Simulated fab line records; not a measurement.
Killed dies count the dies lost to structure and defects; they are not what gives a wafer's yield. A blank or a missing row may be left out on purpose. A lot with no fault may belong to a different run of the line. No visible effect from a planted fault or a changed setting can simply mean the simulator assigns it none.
The tool behind it: which one? / flow n5_finfet / 12 lots with 36 wafers sampled at 2 steps, on a route of 1938 steps

## WHAT THE GAUGES SHOWED, per wafer
N5_PASSIVATION_CD_MEAS_30: the cd target is 4000 nm. Usual: cd_nm 3999.7 nm, standard deviation 1.6.
lot=L353; measured=day 13 21:38; on=cd_sem-03; cd_nm (nm)=4000.9 4001.1 4000.3; flag=
lot=L356; measured=day 15 15:51; on=cd_sem-03; cd_nm (nm)=3999.6 3999.7 3998.7; flag=
lot=L361; measured=day 16 08:51; on=cd_sem-02; cd_nm (nm)=4001.6 4002.3 4001.9; flag=
lot=L362; measured=day 17 12:24; on=cd_sem-02; cd_nm (nm)=3998.6 3997.9 3998.5; flag=
lot=L365; measured=day 18 01:26; on=cd_sem-03; cd_nm (nm)=4001.8 4001.3 4002.1; flag=
lot=L368; measured=day 18 16:31; on=cd_sem-01; cd_nm (nm)=3998.4 3997.9 3996.9; flag=
lot=L364; measured=day 18 19:04; on=cd_sem-02; cd_nm (nm)=3997.9 3999.4 4000.1; flag=
lot=L367; measured=day 18 19:32; on=cd_sem-03; cd_nm (nm)=3999.6 3997.5 3997.5; flag=
lot=L371; measured=day 19 00:01; on=cd_sem-02; cd_nm (nm)=3999.4 4000.0 3997.4; flag=
lot=L372; measured=day 19 15:50; on=cd_sem-01; cd_nm (nm)=3996.6 3998.5 3998.4; flag=
lot=L373; measured=day 20 00:58; on=cd_sem-03; cd_nm (nm)=3997.7 3997.7 3998.0; flag=
lot=L375; measured=day 20 03:16; on=cd_sem-03; cd_nm (nm)=4002.2 4000.6 3999.1; flag=

## WHICH TOOL RAN EACH LOT (tool, then ch and the chambers of the sampled wafers, then the start)
lot=L353; N5_BEOL_M11_SPUTTER_48=pvd_sputter-01, day 12 08:52
lot=L356; N5_BEOL_M11_SPUTTER_48=pvd_sputter-03, day 14 05:21
lot=L361; N5_BEOL_M11_SPUTTER_48=pvd_sputter-01, day 14 14:44
lot=L362; N5_BEOL_M11_SPUTTER_48=pvd_sputter-01, day 15 16:01
lot=L365; N5_BEOL_M11_SPUTTER_48=pvd_sputter-02, day 16 15:25
lot=L368; N5_BEOL_M11_SPUTTER_48=pvd_sputter-02, day 17 01:04
lot=L364; N5_BEOL_M11_SPUTTER_48=pvd_sputter-01, day 17 03:07
lot=L367; N5_BEOL_M11_SPUTTER_48=pvd_sputter-03, day 17 04:06
lot=L371; N5_BEOL_M11_SPUTTER_48=pvd_sputter-03, day 17 06:51
lot=L372; N5_BEOL_M11_SPUTTER_48=pvd_sputter-02, day 18 04:11
lot=L373; N5_BEOL_M11_SPUTTER_48=pvd_sputter-02, day 18 19:28
lot=L375; N5_BEOL_M11_SPUTTER_48=pvd_sputter-02, day 18 20:10
- N5_BEOL_M11_SPUTTER_48: material Cu, target thk 12 nm, time 2 s.

## WHAT THE TOOLS THEMSELVES READ (means of the sampled wafers that have a number; where no wafer has one, the mark that the record gives instead)
N5_BEOL_M11_SPUTTER_48. Usual: bias_v 60.0 V, standard deviation 0.56; throttle_valve_pct 30.5 %, standard deviation 0.77.
lot=L353; tool=pvd_sputter-01; bias_v (V)=59.9; throttle_valve_pct (%)=31.3; flag=
lot=L356; tool=pvd_sputter-03; bias_v (V)=59.9; throttle_valve_pct (%)=30.1; flag=
lot=L361; tool=pvd_sputter-01; bias_v (V)=60.1; throttle_valve_pct (%)=31.4; flag=
lot=L362; tool=pvd_sputter-01; bias_v (V)=59.9; throttle_valve_pct (%)=30.6; flag=
lot=L365; tool=pvd_sputter-02; bias_v (V)=59.0; throttle_valve_pct (%)=30.5; flag=
lot=L368; tool=pvd_sputter-02; bias_v (V)=59.7; throttle_valve_pct (%)=30.5; flag=
lot=L364; tool=pvd_sputter-01; bias_v (V)=60.7; throttle_valve_pct (%)=31.3; flag=
lot=L367; tool=pvd_sputter-03; bias_v (V)=59.8; throttle_valve_pct (%)=29.9; flag=
lot=L371; tool=pvd_sputter-03; bias_v (V)=59.6; throttle_valve_pct (%)=30.1; flag=
lot=L372; tool=pvd_sputter-02; bias_v (V)=60.0; throttle_valve_pct (%)=30.0; flag=
lot=L373; tool=pvd_sputter-02; bias_v (V)=60.3; throttle_valve_pct (%)=29.8; flag=
lot=L375; tool=pvd_sputter-02; bias_v (V)=59.8; throttle_valve_pct (%)=30.3; flag=

## THE ANSWER, worked out from the rows above alone
Rule: a lot is off if the mean of its wafers that have a number lies more than 3 standard deviations from the usual mean. Also off: a lot with no number at a reading for which 4 or more lots have one. Where the step has rows for the other lots, those lots are counted as sound. Order of review: gauges by route order, followed by the tools' own readings, for which a lot's mean as printed above is used. The first step at which some lot is off is used, and at that step the reading that is off furthest; a lot without a number counts as furthest.
Across all readings shown, no lot is off: no conclusion can be drawn from this.

## WHAT THE SIMULATOR HAD INSERTED
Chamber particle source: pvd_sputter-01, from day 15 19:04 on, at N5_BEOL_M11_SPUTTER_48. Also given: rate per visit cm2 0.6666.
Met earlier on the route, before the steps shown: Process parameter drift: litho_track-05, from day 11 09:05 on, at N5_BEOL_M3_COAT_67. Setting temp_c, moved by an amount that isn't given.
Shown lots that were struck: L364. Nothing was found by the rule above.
